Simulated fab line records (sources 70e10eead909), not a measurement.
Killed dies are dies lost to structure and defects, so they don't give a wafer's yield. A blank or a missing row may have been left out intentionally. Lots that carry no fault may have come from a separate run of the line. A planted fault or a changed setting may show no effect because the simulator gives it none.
What tool caused it? -- flow nand harc -- 12 lots, 36 wafers sampled, at 3 steps of a route of 1302

## WHAT THE GAUGES READ, wafer by wafer
NHARC_A_CONTACT_CD_MEAS_53.
lot,measured,on,cd nm (nm)
L074,day 22 07:53,cd sem-02,289.7 289.7 289.3
L078,day 23 06:43,cd sem-03,287.8 287.5 288.7
L079,day 23 10:39,cd sem-01,288.4 289.2 289.9
L080,day 24 02:34,cd sem-03,289.2 289.0 288.4
L083,day 25 17:10,cd sem-03,290.7 291.2 290.7
L086,day 26 16:00,cd sem-01,288.6 289.5 288.6
L087,day 27 12:52,cd sem-03,288.7 289.3 289.6
L088,day 28 05:50,cd sem-02,288.7 289.6 290.3
L091,day 29 17:13,cd sem-02,290.0 290.5 290.6
L093,day 29 23:32,cd sem-01,289.3 289.1 289.6
L095,day 30 10:47,cd sem-01,289.4 288.5 289.3
L097,day 31 01:55,cd sem-01,289.5 289.3 290.0

## WHICH TOOL RAN EACH LOT (tool, then ch and the chambers of the sampled wafers, then the start)
lot,NHARC_A_SLIT_ETCH_15,NHARC_A_WL_FILL_ETCHBACK_16
L074,"rie diel-01 ch 0,1,3, day 22 07:53 or earlier","rie diel-10 ch 0,2, day 22 07:53 or earlier"
L078,"rie diel-07 ch 0,1,2, day 23 06:43 or earlier","rie diel-10 ch 0,1,3, day 23 06:43 or earlier"
L079,"rie diel-11 ch 0,1,2, day 23 10:39 or earlier","rie diel-10 ch 0,1,3, day 23 10:39 or earlier"
L080,"rie diel-01 ch 1,2,3, day 24 02:34 or earlier","rie diel-12 ch 0,1,3, day 24 02:34 or earlier"
L083,"rie diel-01 ch 0,1,2, day 25 17:10 or earlier","rie diel-10 ch 2,3, day 25 17:10 or earlier"
L086,"rie diel-07 ch 1,2,3, day 26 16:00 or earlier","rie diel-12 ch 0,2,3, day 26 16:00 or earlier"
L087,"rie diel-07 ch 0,1,2, day 27 12:52 or earlier","rie diel-10 ch 0,1,3, day 27 12:52 or earlier"
L088,"rie diel-11 ch 1,3, day 28 05:50 or earlier","rie diel-10 ch 0,1,2, day 28 05:50 or earlier"
L091,"rie diel-07 ch 1,2,3, day 29 17:13 or earlier","rie diel-13 ch 0,1,2, day 29 17:13 or earlier"
L093,"rie diel-11 ch 0,2,3, day 29 23:32 or earlier","rie diel-10 ch 0,1,3, day 29 23:32 or earlier"
L095,"rie diel-01 ch 1,2, day 30 10:47 or earlier","rie diel-10 ch 0,1, day 30 10:47 or earlier"
L097,"rie diel-07 ch 0,3, day 31 01:55 or earlier","rie diel-10 ch 1,3, day 31 01:55 or earlier"
- NHARC_A_SLIT_ETCH_15: etches the open film in O2/COS, target depth 6200 nm, time 1612 s.
- NHARC_A_WL_FILL_ETCHBACK_16: etches the open film in C4F8/O2/Ar, target depth 120 nm, time 24 s.

## THE ANSWER, worked out from the rows above alone
Rule: the usual values come from the lots themselves. The widest of any qualifying gaps counts: lots, ordered by their means at a reading, are off when they make up no more than a third of the lots, leave a main group of 4 or more, and stand apart from it by 3 or more times the standard deviation of that group's means. A main group is skipped when, at the precision printed for the reading in the tables above, its means are all equal. A lot without any number at a reading at which 4 lots or more have one is off too. Any other lot the step has rows for is counted as sound.
No lot is off at any reading shown: from this, nothing can be told.

## WHAT THE SIMULATOR HAD INSERTED
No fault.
